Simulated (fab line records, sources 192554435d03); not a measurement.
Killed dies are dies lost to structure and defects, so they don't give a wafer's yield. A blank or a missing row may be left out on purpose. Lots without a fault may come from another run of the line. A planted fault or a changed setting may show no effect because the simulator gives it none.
Split-lot experiment | flow n5_finfet | 7 lots, 21 wafers read, on a route of 1938 steps

THE SPLIT
At N5_BEOL_M2_ETCH_69 (etches SiARC in CF4, target depth 15.6 nm, time 26 s), the setting bias_w was moved away from the recipe's 36 W on 6 of the 21 wafers read, by -14.8% to +11.4%. The other wafers ran this setting at the recipe's value.

The reading is taken at the split's own step.

THE READING
rf_vpp_V, in V, at N5_BEOL_M2_ETCH_69 (etches SiARC in CF4, target depth 15.6 nm, time 26 s). Fault-free wafers of this fab line usually give 183.8 V, standard deviation 1.2 V.

wafer  | tool, chamber at the split | bias_w as run, W | against the recipe | rf_vpp_V, V | against lot-mates on the recipe
L074.2 | rie_diel-06, 0             | 36               | recipe             | 183.6       | -
L074.4 | rie_diel-06, 3             | 36               | recipe             | 184.0       | -
L074.6 | rie_diel-06, 1             | 36               | recipe             | 183.0       | -
L075.2 | rie_diel-01, 0             | 36               | recipe             | 184.4       | -
L075.4 | rie_diel-01, 3             | 30.66            | -14.8%             | 167.5       | -16.9
L075.6 | rie_diel-01, 2             | 30.66            | -14.8%             | 165.1       | -19.3
L082.3 | rie_diel-02, 1             | 36               | recipe             | 182.1       | -
L082.4 | rie_diel-02, 0             | 32.75            | -9.0%              | 172.6       | -9.8
L082.6 | rie_diel-02, 0             | 36               | recipe             | 182.6       | -
L084.3 | rie_diel-02, 2             | 36               | recipe             | 186.0       | -
L084.4 | rie_diel-02, 3             | 40.12            | +11.4%             | 196.7       | +12.6
L084.6 | rie_diel-02, 0             | 36               | recipe             | 182.2       | -
L086.1 | rie_diel-01, 2             | 36               | recipe             | 185.5       | -
L086.2 | rie_diel-01, 3             | 36               | recipe             | 184.3       | -
L086.6 | rie_diel-01, 2             | 36               | recipe             | 184.2       | -
L095.1 | rie_diel-02, 2             | 36               | recipe             | 185.2       | -
L095.4 | rie_diel-02, 1             | 36               | recipe             | 185.2       | -
L095.6 | rie_diel-02, 2             | 36               | recipe             | 185.4       | -
L093.1 | rie_diel-01, 2             | 40.1             | +11.4%             | 196.9       | +13.4
L093.2 | rie_diel-01, 3             | 40.1             | +11.4%             | 197.1       | +13.6
L093.4 | rie_diel-01, 1             | 36               | recipe             | 183.5       | -

THE FIT
A straight line over all 21 wafers: rf_vpp_V changes by +1.17 V for each +1% of bias_w; r = +0.99; the points scatter about the line by 1.2 V.
The same after taking each lot's own level away (the mean of its wafers on the recipe; 21 wafers): +1.18 V for each +1%; r = +0.99; scatter 0.86 V.
On that fit, the largest move of bias_w shifts the reading by 18 V.
The lots' own levels span 182.35 to 185.27 V, that is 2.4 times the standard deviation above.
So the lot-to-lot level changes the slope little: the two slopes agree.
Check: with one of the wafers moved furthest among these (-14.8%) left out of the fit, the line predicts -17.8 V for it against its lot-mates. It came out at -16.9 V against them.
Tool readings at the split's step, against how far the setting was moved: rf_vpp_V r = +0.99.

OTHER SPLITS ON THESE WAFERS
These wafers also went through other splits before the reading. Each is held against what the fit with the lots' levels taken away leaves over:
other split on the same wafers            | wafers away from the commonest value | r with rf_vpp_V (lot level and that fit taken away)
N5_MOL_CONTACT_COAG_COAT_34 spin_rpm      | 6                                    | -0.12
N5_MOL_CONTACT_COAG_VIA_ETCH_117 bias_w   | 8                                    | +0.28
N5_MOL_CONTACT_COAG_CVD_140 target_thk_a  | 7                                    | +0.00
N5_BEOL_M0_TRENCH_ETCH_107 target_depth_a | 5                                    | -0.09
N5_BEOL_M0_ETCH_109 bias_w                | 4                                    | -0.10
N5_BEOL_M0_DEP_125 time_s                 | 7                                    | +0.03
N5_BEOL_M1_COAT_05 spin_rpm               | 6                                    | -0.03
N5_BEOL_M2_ILD_DEP_00 time_s              | 7                                    | -0.11

THE FILE'S OWN FIT
rf_vpp_V changes by +1.16 V for each +1% of bias_w, r = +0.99.
